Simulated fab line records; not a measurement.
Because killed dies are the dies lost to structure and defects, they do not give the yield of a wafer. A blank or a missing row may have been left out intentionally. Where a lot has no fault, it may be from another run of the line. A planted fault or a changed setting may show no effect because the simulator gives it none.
8D (eight disciplines) problem report, filled in by code || flow n5-finfet || the parts of the form that need people (team, actions taken, sign-off) are left out

## 1. THE ISSUE
Mean of cd-nm at N5_FIN_SAQP_CD_MEAS_31: 11.47 nm across 3 wafers in 3 lots; on wafers with no fault it is 8.14 nm (standard deviation 0.24). That is +14 standard deviations from the usual mean.
The step: target cd 8 nm.
First seen on wafer L386.6, day 6 02:32, on cd-sem-03. The record has a number at this step for 24 wafers belonging to 9 lots. The rule behind "out" and "out of limits": a value lying over 4 standard deviations away from the usual mean. The other wafers with a number count as sound.

## 2. WHAT THIS IS AND IS NOT
{"question": "which readings at this step", "is": "cd-nm", "is not": "-"}
{"question": "which lots", "is": "L386, L388, L390", "is not": "L371, L372, L373, L375, L380, L385"}
{"question": "which wafers of those lots", "is": "L386.6, L388.1, L390.6", "is not": "L386.4, L386.5, L388.2, L388.5, L390.4"}
{"question": "read on which gauges", "is": "cd-sem-01, cd-sem-02, cd-sem-03", "is not": "-"}
{"question": "when", "is": "from day 6 02:32", "is not": "up to then (18 sound wafers); but 3 sound wafers of L388, L390 came after"}

## 3. THE SUSPECTS, EACH WITH WHAT RULES IT OUT
Counting: any tool at a process step up to the reading remains a suspect provided it ran every lot that is out. Sound lots after the first of them don't rule it out here, since some wafers of a struck lot are sound.
- ruled out: the gauge at N5_FIN_SAQP_CD_MEAS_31. 3 gauges (cd-sem-01, cd-sem-02, cd-sem-03) read the wafers that are out.
- rie-diel-01 at N5_FIN_SAQP_HM_OPEN_73 (chemistry CHF3/O2, target SiO2, stops on a-Si, target depth 12 nm, time 16.8 s): kept. It ran every lot that is out, first L386 (day 5 23:03).
- ald-sin-01 at N5_FIN_SAQP_SPACER2_ALD_28 (deposits SiO2, target thk 8.1 nm, pulse time 1 s, purge time 2 s): kept. It ran every lot that is out, first L386 (day 6 02:03); its last sound lot up to then is L385 (day 5 20:10).
Remaining after the count are rie-diel-01 at N5_FIN_SAQP_HM_OPEN_73 and ald-sin-01 at N5_FIN_SAQP_SPACER2_ALD_28.

## 4. THE CAUSE (what the simulator had put in)
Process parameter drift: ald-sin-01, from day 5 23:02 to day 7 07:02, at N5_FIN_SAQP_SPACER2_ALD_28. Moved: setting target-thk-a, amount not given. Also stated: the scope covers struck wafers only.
Counting left 2 suspects, and this tool is among them.

## 5. THE CHAIN OF EFFECTS, in route order
Each row: a reading where the mean over the struck wafers with a number is more than 3 standard deviations away from the usual. Readings are gone through only where the record gives a usual standard deviation; hours: the median, over the lots, of the time from a lot's start at the first step in this table giving one to that lot's start at this step; sigmas: the change measured in usual standard deviations.
{"hours": 0, "step": "N5_FIN_SAQP_CD_MEAS_31", "reading": "cd-nm", "usual": "8.14 nm", "on struck wafers": 11.47, "change": "+3.33", "sigmas": "+14"}
{"hours": 0, "step": "N5_FIN_SAQP_CD_MEAS_37", "reading": "cd-nm", "usual": "8.10 nm", "on struck wafers": 11.59, "change": "+3.49", "sigmas": "+12"}
{"hours": 11, "step": "N5_STI_FIN_REVEAL_CD_MEAS_22", "reading": "cd-nm", "usual": "6.2 nm", "on struck wafers": 9.6, "change": "+3.4", "sigmas": "+11"}
{"hours": 150, "step": "N5_BEOL_M4_RC_MEAS_101", "reading": "DIBL_N", "usual": "36.2 mV/V", "on struck wafers": 57.4, "change": "+21.2", "sigmas": "+9.7"}
{"hours": 150, "step": "N5_BEOL_M4_RC_MEAS_101", "reading": "DIBL_P", "usual": "36.5 mV/V", "on struck wafers": 64.6, "change": "+28.1", "sigmas": "+9.4"}
{"hours": 150, "step": "N5_BEOL_M4_RC_MEAS_101", "reading": "IOFF_N", "usual": "0.16 nA/um", "on struck wafers": 3.22, "change": "+3.06", "sigmas": "+78"}
{"hours": 150, "step": "N5_BEOL_M4_RC_MEAS_101", "reading": "IOFF_N_85C", "usual": "3.1 nA/um", "on struck wafers": 39.0, "change": "+35.9", "sigmas": "+57"}
{"hours": 150, "step": "N5_BEOL_M4_RC_MEAS_101", "reading": "IOFF_N_LIN", "usual": "0.075 nA/um", "on struck wafers": 0.927, "change": "+0.852", "sigmas": "+57"}
{"hours": 150, "step": "N5_BEOL_M4_RC_MEAS_101", "reading": "IOFF_P", "usual": "0.22 nA/um", "on struck wafers": 2.25, "change": "+2.03", "sigmas": "+43"}
{"hours": 150, "step": "N5_BEOL_M4_RC_MEAS_101", "reading": "IOFF_P_85C", "usual": "3.7 nA/um", "on struck wafers": 26.6, "change": "+22.9", "sigmas": "+34"}
{"hours": 150, "step": "N5_BEOL_M4_RC_MEAS_101", "reading": "IOFF_P_LIN", "usual": "0.101 nA/um", "on struck wafers": 0.571, "change": "+0.470", "sigmas": "+28"}
{"hours": 150, "step": "N5_BEOL_M4_RC_MEAS_101", "reading": "ION_N", "usual": "675 uA/um", "on struck wafers": 829, "change": "+154", "sigmas": "+10"}
{"hours": 150, "step": "N5_BEOL_M4_RC_MEAS_101", "reading": "ION_P", "usual": "463 uA/um", "on struck wafers": 537, "change": "+74", "sigmas": "+7.4"}
{"hours": 150, "step": "N5_BEOL_M4_RC_MEAS_101", "reading": "SS_N", "usual": "71.6 mV/dec", "on struck wafers": 76.2, "change": "+4.6", "sigmas": "+6.5"}
{"hours": 150, "step": "N5_BEOL_M4_RC_MEAS_101", "reading": "SS_P", "usual": "73.4 mV/dec", "on struck wafers": 79.7, "change": "+6.3", "sigmas": "+6.7"}
{"hours": 150, "step": "N5_BEOL_M4_RC_MEAS_101", "reading": "VT_N", "usual": "250 mV", "on struck wafers": 199, "change": -51, "sigmas": -14}
{"hours": 150, "step": "N5_BEOL_M4_RC_MEAS_101", "reading": "VT_N_LVT", "usual": "99 mV", "on struck wafers": 49, "change": -50, "sigmas": -14}
{"hours": 150, "step": "N5_BEOL_M4_RC_MEAS_101", "reading": "VT_P", "usual": "-250 mV", "on struck wafers": -217, "change": "+33", "sigmas": "+8.5"}
{"hours": 150, "step": "N5_BEOL_M4_RC_MEAS_101", "reading": "VT_P_LVT", "usual": "-99 mV", "on struck wafers": -67, "change": "+32", "sigmas": "+9.0"}
{"hours": 258, "step": "N5_PASSIVATION_PROBE_49", "reading": "sort_bin_4_leakage", "usual": "0.00 %", "on struck wafers": 90.25, "change": "+90.25", "sigmas": "+99 or more"}
{"hours": 258, "step": "N5_PASSIVATION_PROBE_49", "reading": "sort-n-pass", "usual": 1078, "on struck wafers": 0, "change": -1078, "sigmas": -49}
{"hours": 258, "step": "N5_PASSIVATION_PROBE_49", "reading": "sort-yield-pct", "usual": "91.3 %", "on struck wafers": 0.0, "change": -91.3, "sigmas": -48}
Here are the process steps it includes:
- N5_PASSIVATION_PROBE_49

## 6. WHAT WOULD HAVE CAUGHT IT SOONER
The first out-of-limits reading at a measuring or inspecting step in this record came at day 6 02:32, 4 hours after the fault's start at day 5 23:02.
No tool reading at N5_FIN_SAQP_SPACER2_ALD_28 that has a usual standard deviation in the record was out on any struck wafer, so an alarm limit of 4 standard deviations on those readings would not have fired.
L388, L390, from the lots that are out (3), started N5_FIN_SAQP_SPACER2_ALD_28 on ald-sin-01 later than day 6 02:32. A hold on the tool at that time would have spared those 2.
